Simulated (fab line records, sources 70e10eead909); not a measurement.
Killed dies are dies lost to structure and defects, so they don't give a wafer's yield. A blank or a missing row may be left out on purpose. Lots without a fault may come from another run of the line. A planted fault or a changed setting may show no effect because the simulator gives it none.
Chamber matching | flow nand_harc | NHARC_A_CHANNEL_FILL_D1_ALD_25 on ald_hk-03: 4 sister chambers
The step deposits SiOx, target thk 60 nm, pulse time 10 s, ald cycles 600. 30 wafers are shown with their chamber, then 12 later ones without.

WAFERS WITH THEIR CHAMBER
wafer  | chamber | heater_power_w (W) | precursor_pulse_height_rel
L074.1 | 1       | 480                | 1.009
L074.4 | 2       | 466                | 1.016
L074.5 | 1       | 494                | 1.014
L076.2 | 2       | 467                | 0.972
L076.1 | 3       | 431                | 1.023
L076.3 | 1       | 498                | 0.993
L076.4 | 0       | 436                | 0.993
L076.5 | 3       | 429                | 1.003
L076.6 | 2       | 465                | 0.970
L080.4 | 2       | 461                | 0.967
L080.1 | 1       | 483                | 1.025
L080.2 | 0       | 446                | 1.009
L080.3 | 3       | 427                | 0.996
L080.5 | 2       | 466                | 0.968
L080.6 | 3       | 437                | 0.991
L081.1 | 2       | 464                | 1.045
L081.2 | 0       | 456                | 1.021
L081.3 | 3       | 434                | 1.024
L083.4 | 2       | 462                | 0.985
L083.1 | 1       | 486                | 1.023
L083.6 | 2       | 458                | 1.031
L085.2 | 1       | 481                | 1.006
L085.3 | 2       | 459                | 1.012
L085.4 | 0       | 442                | 0.997
L087.2 | 2       | 463                | 1.006
L087.4 | 1       | 488                | 0.997
L087.5 | 0       | 449                | 0.960
L088.2 | 3       | 420                | 1.009
L088.3 | 0       | 456                | 1.001
L088.5 | 3       | 435                | 0.992

SIGNATURES (means of the wafers above)
reading                    | chamber 0 | chamber 1 | chamber 2 | chamber 3 | scatter within a chamber
heater_power_w             | 447.50    | 487.14    | 463.10    | 430.43    | 5.78
precursor_pulse_height_rel | 0.99683   | 1.00957   | 0.99720   | 1.00543   | 0.021
Rule: a wafer's distance from a chamber is the root of the sum, over the readings, of the square of ((its reading less the chamber's mean) divided by the reading's scatter). The wafer belongs to the nearest chamber; if the next one is less than 2 further off, it can't be placed. The scatter: the root of (the sum of the squares of (reading less its chamber's mean) over the shown wafers, divided by (wafers less chambers)).

WAFERS WITHOUT THEIR CHAMBER
wafer  | heater_power_w (W) | precursor_pulse_height_rel
L091.1 | 472                | 1.028
L091.4 | 497                | 0.979
L091.3 | 447                | 1.027
L092.1 | 477                | 0.996
L092.2 | 402                | 0.986
L092.5 | 450                | 1.032
L096.1 | 422                | 0.996
L096.5 | 415                | 1.035
L096.6 | 486                | 1.006
L097.1 | 418                | 1.002
L097.4 | 429                | 0.986
L097.5 | 464                | 0.967

WHICH CHAMBER EACH WENT THROUGH
wafer  | from the rows above          | in truth
L091.1 | can't be placed: 2 or 1      | 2
L091.4 | 1                            | 1
L091.3 | can't be placed: 0 or 3 or 2 | 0
L092.1 | can't be placed: 1 or 2      | 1
L092.2 | 3                            | 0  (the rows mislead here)
L092.5 | can't be placed: 0 or 2 or 3 | 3
L096.1 | 3                            | 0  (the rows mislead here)
L096.5 | 3                            | 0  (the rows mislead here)
L096.6 | 1                            | 1
L097.1 | 3                            | 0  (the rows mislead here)
L097.4 | 3                            | 3
L097.5 | can't be placed: 2 or 0      | 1
Placed correctly: 3 of 12. Can't be placed from these rows: 5 (the true chamber is among the candidates in 4). Placed wrongly: 4.
